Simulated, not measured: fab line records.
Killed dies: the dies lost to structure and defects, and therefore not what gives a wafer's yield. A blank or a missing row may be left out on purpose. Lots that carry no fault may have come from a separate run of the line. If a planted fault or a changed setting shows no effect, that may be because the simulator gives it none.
Commonality check across tools	flow n5Finfet	Sample size 9 lots and 27 wafers

WHY THIS WAS OPENED
At N5_BEOL_M3_THK_MEAS_01 the reading M3_ILD_THK is flagged on 2 of 9 lots. Fault-free wafers read 79.1 nm, with a standard deviation of 1.
Rule: a lot is flagged in two cases, either no wafer of it has a number, or all its wafers with numbers fall more than 4 standard deviations from that mean. All remaining lots are regarded as sound.

lot	measured	on	M3_ILD_THK (nm), wafer by wafer	flag
L214	day 8 07:16	filmMetro-01	79.0 80.2 80.5	
L216	day 9 13:03	filmMetro-01	78.4 78.3 78.1	
L217	day 9 16:52	filmMetro-01	78.6 77.9 78.1	
L218	day 9 19:06	filmMetro-02	78.8 78.9 80.3	
L228	day 11 22:46	filmMetro-02	88.7 89.8 89.4	FLAGGED
L229	day 12 02:00	filmMetro-02	88.5 90.3 90.2	FLAGGED
L230	day 12 08:49	filmMetro-01	78.9 80.5 79.3	
L231	day 12 15:20	filmMetro-02	78.2 78.2 78.6	
L234	day 13 22:28	filmMetro-02	78.5 78.8 80.3	
Average over the flagged lots: 89.5 nm; offset from the usual +10.4 nm, equal to +10 standard deviations.

TOOL THAT RAN EACH LOT
4 process steps preceding the reading are held in the record, out of 1938 steps in the route. Each cell gives the tool, then ch followed by the chambers the sampled wafers passed through, then the start.
lot	flag	N5_BEOL_M2_ANNEAL_82	N5_BEOL_M2_SPUTTER_90	N5_BEOL_M2_SPUTTER_94	N5_BEOL_M3_ILD_DEP_00
L214		pvdSputter-03, day 8 04:46	pvdSputter-03, day 8 05:21	pvdSputter-03, day 8 05:47	pecvd-04 ch 0,1,2, day 8 07:11
L216		pvdSputter-02, day 9 10:20	pvdSputter-02, day 9 10:55	pvdSputter-02, day 9 11:21	pecvd-03 ch 0,1, day 9 12:58
L217		pvdSputter-03, day 9 13:50	pvdSputter-03, day 9 14:25	pvdSputter-03, day 9 14:51	pecvd-01 ch 1,2, day 9 16:47
L218		pvdSputter-01, day 9 16:29	pvdSputter-01, day 9 17:04	pvdSputter-01, day 9 17:30	pecvd-04 ch 0,2, day 9 19:02
L228	FLAGGED	pvdSputter-02, day 11 20:21	pvdSputter-02, day 11 20:56	pvdSputter-02, day 11 21:22	pecvd-04 ch 0,1,2, day 11 22:42
L229	FLAGGED	pvdSputter-02, day 11 23:35	pvdSputter-02, day 12 00:10	pvdSputter-02, day 12 00:37	pecvd-04 ch 0,1,2, day 12 01:56
L230		pvdSputter-03, day 12 06:24	pvdSputter-03, day 12 06:59	pvdSputter-03, day 12 07:25	pecvd-01 ch 0,1,2, day 12 08:46
L231		pvdSputter-03, day 12 12:54	pvdSputter-03, day 12 13:29	pvdSputter-03, day 12 13:55	pecvd-01 ch 0,2, day 12 15:16
L234		pvdSputter-01, day 13 19:44	pvdSputter-01, day 13 20:19	pvdSputter-01, day 13 20:46	pecvd-01 ch 1,2, day 13 22:23
What these steps do:
- N5_BEOL_M2_ANNEAL_82: time 240 s.
- N5_BEOL_M2_SPUTTER_90: material Cu, target thk 4.5 nm, time 8.29 s.
- N5_BEOL_M2_SPUTTER_94: material Cu, target thk 4.5 nm, time 8.29 s.
- N5_BEOL_M3_ILD_DEP_00: deposits SiOC from DEMS/O2, target thk 79 nm, time 15.3 s.
- N5_BEOL_M3_THK_MEAS_01

FLAGGED AGAINST TOTAL, ONE TOOL AT A TIME (gauges that did the reading follow at the end)
step	tool	lots run	flagged	share of the flagged lots	sound lots run after its first flagged lot
N5_BEOL_M2_ANNEAL_82	pvdSputter-01	2	0	none	-
N5_BEOL_M2_ANNEAL_82	pvdSputter-02	3	2	all	0
N5_BEOL_M2_ANNEAL_82	pvdSputter-03	4	0	none	-
N5_BEOL_M2_SPUTTER_90	pvdSputter-01	2	0	none	-
N5_BEOL_M2_SPUTTER_90	pvdSputter-02	3	2	all	0
N5_BEOL_M2_SPUTTER_90	pvdSputter-03	4	0	none	-
N5_BEOL_M2_SPUTTER_94	pvdSputter-01	2	0	none	-
N5_BEOL_M2_SPUTTER_94	pvdSputter-02	3	2	all	0
N5_BEOL_M2_SPUTTER_94	pvdSputter-03	4	0	none	-
N5_BEOL_M3_ILD_DEP_00	pecvd-01	4	0	none	-
N5_BEOL_M3_ILD_DEP_00	pecvd-03	1	0	none	-
N5_BEOL_M3_ILD_DEP_00	pecvd-04	4	2	all	0
N5_BEOL_M3_THK_MEAS_01	filmMetro-01	4	0	none	-
N5_BEOL_M3_THK_MEAS_01	filmMetro-02	5	2	all	2 (L231,L234)

WHAT THE TABLE ALLOWS
5 rows of the table ran every flagged lot: pvdSputter-02 at N5_BEOL_M2_ANNEAL_82, pvdSputter-02 at N5_BEOL_M2_SPUTTER_90, pvdSputter-02 at N5_BEOL_M2_SPUTTER_94, pecvd-04 at N5_BEOL_M3_ILD_DEP_00, filmMetro-02 at N5_BEOL_M3_THK_MEAS_01.
- pvdSputter-02 at N5_BEOL_M2_ANNEAL_82: 2 of its 3 lots flagged. Its last sound lot is L216 (day 9 10:20), its first flagged lot L228 (day 11 20:21): a fault that began between those two fits.
- pvdSputter-02 at N5_BEOL_M2_SPUTTER_90: 2 of its 3 lots flagged. Its last sound lot is L216 (day 9 10:55), its first flagged lot L228 (day 11 20:56): a fault that began between those two fits.
- pvdSputter-02 at N5_BEOL_M2_SPUTTER_94: 2 of its 3 lots flagged. Its last sound lot is L216 (day 9 11:21), its first flagged lot L228 (day 11 21:22): a fault that began between those two fits.
- pecvd-04 at N5_BEOL_M3_ILD_DEP_00: 2 of its 4 lots flagged. Its last sound lot is L218 (day 9 19:02), its first flagged lot L228 (day 11 22:42): a fault that began between those two fits.
- filmMetro-02 at N5_BEOL_M3_THK_MEAS_01: 2 of its 5 lots flagged. Sound lots ran on it after the first flagged one (L231, L234), which a lasting fault on the whole tool wouldn't allow.
A lot count leaves these 2 tools indistinguishable: every one of them fits a fault beginning at some hour. More lots, or a look at what each step does to the wafer, might.

WHAT WAS PUT IN BY THE SIMULATOR
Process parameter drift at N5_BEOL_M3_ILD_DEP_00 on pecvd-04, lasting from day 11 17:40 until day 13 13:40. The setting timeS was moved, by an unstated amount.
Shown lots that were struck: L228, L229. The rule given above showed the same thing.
